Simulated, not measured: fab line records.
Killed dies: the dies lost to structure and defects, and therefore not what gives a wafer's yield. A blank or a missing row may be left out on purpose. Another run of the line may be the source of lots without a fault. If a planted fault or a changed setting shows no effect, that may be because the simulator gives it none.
Which tool was responsible?	flow n5Finfet	12 lots with 36 wafers sampled at 5 steps, on a route of 1938 steps

WHAT THE GAUGES SHOWED, per wafer
N5_BEOL_M2_INSPECT_13: inspects for defects (brightfield).
lot	measured	on	rawDefectCount
L075	day 7 00:55	defectInspect-02	398 509 517
L077	day 7 22:42	defectInspect-02	575 607 531
L079	day 9 20:01	defectInspect-01	348 424 369
L081	day 9 20:14	defectInspect-01	308 320 307
L083	day 10 16:05	defectInspect-02	437 488 306
L085	day 11 04:58	defectInspect-01	454 692 395
L087	day 11 13:31	defectInspect-01	419 369 330
L089	day 12 17:10	defectInspect-02	433 345 216
L090	day 12 20:27	defectInspect-01	371 441 441
L093	day 13 02:13	defectInspect-01	393 304 307
L095	day 14 04:57	defectInspect-02	306 296 352
L097	day 14 06:23	defectInspect-01	446 358 376

TOOL THAT RAN EACH LOT (tool first, then ch and the chambers of the sampled wafers, then the start)
lot	N5_BEOL_M1_ETCH_70	N5_BEOL_M1_SURFACE_TREAT_85	N5_BEOL_M1_ANNEAL_49	N5_BEOL_M1_SPUTTER_94
L075	rieDiel-03 ch 1,2,3, day 6 19:11	pvdSputter-02, day 6 20:20	pvdSputter-02, day 6 20:45	pvdSputter-02, day 6 22:13
L077	rieDiel-05 ch 1,2,3, day 7 04:41	pvdSputter-03, day 7 05:49	pvdSputter-01, day 7 06:08	pvdSputter-01, day 7 07:35
L079	rieDiel-02 ch 1,2, day 8 13:52	pvdSputter-03, day 8 15:09	pvdSputter-03, day 8 15:31	pvdSputter-03, day 8 16:59
L081	rieDiel-02 ch 1,2,3, day 8 14:37	pvdSputter-03, day 8 17:17	pvdSputter-01, day 8 17:38	pvdSputter-01, day 8 19:05
L083	rieDiel-02 ch 0,2,3, day 10 08:32	pvdSputter-02, day 10 09:43	pvdSputter-02, day 10 11:55	pvdSputter-02, day 10 13:22
L085	rieDiel-03 ch 1,3, day 10 22:32	pvdSputter-03, day 10 23:39	pvdSputter-03, day 11 00:05	pvdSputter-03, day 11 01:33
L087	rieDiel-03 ch 0,2, day 11 03:53	pvdSputter-03, day 11 05:23	pvdSputter-03, day 11 05:45	pvdSputter-03, day 11 07:13
L089	rieDiel-05 ch 2,3, day 12 10:47	pvdSputter-02, day 12 12:34	pvdSputter-03, day 12 12:55	pvdSputter-03, day 12 14:22
L090	rieDiel-02 ch 2,3, day 12 15:05	pvdSputter-03, day 12 16:20	pvdSputter-01, day 12 16:48	pvdSputter-01, day 12 18:16
L093	rieDiel-05 ch 0,1,3, day 12 18:56	pvdSputter-02, day 12 19:53	pvdSputter-03, day 12 20:16	pvdSputter-03, day 12 21:44
L095	rieDiel-02 ch 0,2,3, day 13 22:34	pvdSputter-03, day 13 23:28	pvdSputter-02, day 13 23:46	pvdSputter-02, day 14 01:14
L097	rieDiel-02 ch 1,2,3, day 13 23:49	pvdSputter-02, day 14 01:32	pvdSputter-01, day 14 01:55	pvdSputter-01, day 14 03:22
- N5_BEOL_M1_ETCH_70: etches SOC in N2/H2, target depth 80 nm, overetch 16 nm, time 120 s.
- N5_BEOL_M1_SURFACE_TREAT_85
- N5_BEOL_M1_ANNEAL_49: time 240 s.
- N5_BEOL_M1_SPUTTER_94: material Cu, target thk 4.5 nm, time 8.29 s.

THE ANSWER, worked out from the rows above alone
Rule: the lots themselves supply what counts as usual. Put in order of their means at a reading, lots are off if they are a third of the lots or fewer, leave a main group of 4 or more, and stand apart from it by a gap of 3 or more times the standard deviation of the main group's means; of several such gaps the widest counts. The tables above print the reading to a certain number of digits; a main group whose means all agree to those digits is not used. Also off: a lot with no number at a reading for which 4 or more lots have one. The other lots that the step has rows for count as sound.
Across all readings shown, no lot is off: no conclusion can be drawn from this.

WHAT THE SIMULATOR HAD INSERTED
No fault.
